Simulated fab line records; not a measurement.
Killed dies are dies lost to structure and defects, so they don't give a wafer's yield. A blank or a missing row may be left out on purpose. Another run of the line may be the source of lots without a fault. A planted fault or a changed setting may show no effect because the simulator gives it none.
Which tool is to blame? | flow n5 finfet | 11 lots with 33 wafers sampled at 3 steps, on a route of 1938 steps

== WHAT THE GAUGES SHOWED, per wafer ==
N5_STI_FIN_REVEAL_THK_MEAS_05.
lot  | measured    | on            | thk nm (nm)
L076 | day 2 23:47 | film metro-01 | 132.1 132.0 132.0
L078 | day 3 08:46 | film metro-02 | 130.0 131.9 130.5
L080 | day 3 21:37 | film metro-02 | 132.6 131.8 133.1
L082 | day 4 11:42 | film metro-01 | 130.0 131.1 132.0
L084 | day 4 22:13 | film metro-02 | 131.9 132.4 132.8
L086 | day 5 09:58 | film metro-02 | 132.1 132.9 131.4
L088 | day 5 22:27 | film metro-01 | 133.9 130.9 132.6
L090 | day 6 11:12 | film metro-01 | 133.0 133.6 131.2
L092 | day 6 23:14 | film metro-02 | 130.7 132.1 130.9
L094 | day 7 09:16 | film metro-01 | 132.2 132.5 130.9
L096 | day 7 20:23 | film metro-02 | 132.3 134.3 133.7

== EACH LOT AND THE TOOL THAT RAN IT (in order: tool; ch and the chambers of the sampled wafers; start) ==
lot  | N5_FIN_CUT_ETCH_30                | N5_STI_FIN_REVEAL_ALD_14
L076 | rie diel-06 ch 0,1,2, day 2 15:06 | ald sin-02 ch 0,3, day 2 17:50
L078 | rie diel-05 ch 1,2, day 3 02:25   | ald sin-03 ch 2,3, day 3 03:26
L080 | rie diel-06 ch 0,2,3, day 3 14:43 | ald sin-01 ch 0,1, day 3 16:17
L082 | rie diel-05 ch 0,3, day 4 05:25   | ald sin-02 ch 1,3, day 4 06:22
L084 | rie diel-03 ch 0,1,3, day 4 15:46 | ald sin-01 ch 0,1,2, day 4 16:53
L086 | rie diel-06 ch 0,1,2, day 5 03:10 | ald sin-02 ch 0,1,3, day 5 04:38
L088 | rie diel-06 ch 0,2, day 5 16:10   | ald sin-03 ch 1,2,3, day 5 17:07
L090 | rie diel-03 ch 0,1,2, day 6 04:45 | ald sin-02 ch 0,3, day 6 05:52
L092 | rie diel-03 ch 0,3, day 6 16:55   | ald sin-02 ch 0,2,3, day 6 17:53
L094 | rie diel-06 ch 0,1, day 7 02:58   | ald sin-03 ch 1,2,3, day 7 03:55
L096 | rie diel-05 ch 0,1,2, day 7 14:05 | ald sin-03 ch 0,1,3, day 7 15:03
- N5_FIN_CUT_ETCH_30: etches underlayer in N2/H2, target depth 13 nm, time 10.4 s.
- N5_STI_FIN_REVEAL_ALD_14: deposits Si3N4, target thk 3 nm.

== THE ANSWER, worked out from the rows above alone ==
Rule: the usual values come from the lots themselves. The widest of any qualifying gaps counts: lots, ordered by their means at a reading, are off when they make up no more than a third of the lots, leave a main group of 4 or more, and stand apart from it by 3 or more times the standard deviation of that group's means. A main group whose means are all the same, to the digits that the tables above print for the reading, isn't used. Also off: a lot with no number at a reading for which 4 or more lots have one. Where the step has rows for the other lots, those lots are counted as sound.
No lot is off on any of the readings shown, so nothing can be concluded from this.

== WHAT WAS PUT IN BY THE SIMULATOR ==
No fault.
